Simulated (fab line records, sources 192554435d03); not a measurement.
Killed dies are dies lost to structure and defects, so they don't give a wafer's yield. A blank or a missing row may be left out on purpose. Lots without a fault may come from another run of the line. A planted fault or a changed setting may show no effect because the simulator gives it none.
Chamber matching | flow n5_finfet | N5_BEOL_M15_DESCUM_15 on rie_diel-02: 4 sister chambers
The step chemistry O2, time 7.9 s. 4 wafers are shown with their chamber, then 10 later ones without.

WAFERS WITH THEIR CHAMBER
wafer  | chamber | drypump_motor_current_A (A)
L091.5 | 1       | 6.4
L091.6 | 0       | 5.7
L093.2 | 3       | 4.9
L093.3 | 2       | 5.8

WAFERS WITHOUT THEIR CHAMBER
wafer  | drypump_motor_current_A (A)
L093.5 | 6.4
L092.2 | 5.7
L092.3 | 6.3
L092.6 | 5.7
L095.1 | 5.8
L095.4 | 5.7
L095.5 | 5.7
L096.1 | 5.7
L096.2 | 4.8
L096.5 | 5.7

WHICH CHAMBER EACH WENT THROUGH
wafer  | from the rows above | in truth
L093.5 | 1                   | 1
L092.2 | 0                   | 0
L092.3 | 1                   | 1
L092.6 | 0                   | 0
L095.1 | 2                   | 2
L095.4 | 0                   | 0
L095.5 | 0                   | 0
L096.1 | 0                   | 0
L096.2 | 3                   | 3
L096.5 | 0                   | 0
Placed correctly: 10 of 10. Can't be placed from these rows: 0. Placed wrongly: 0.
How it was worked out, from the rows above alone: a wafer's distance from a chamber is the root of the sum, over the readings, of the square of ((its reading less the chamber's mean) divided by the reading's scatter). The wafer belongs to the nearest chamber; if the next one is less than 2 further off, it can't be placed. A chamber's mean is the mean of its shown wafers. The scatter: with one shown wafer a chamber, the root of the mean of the squares of how far each hidden wafer lies from its nearest shown one.
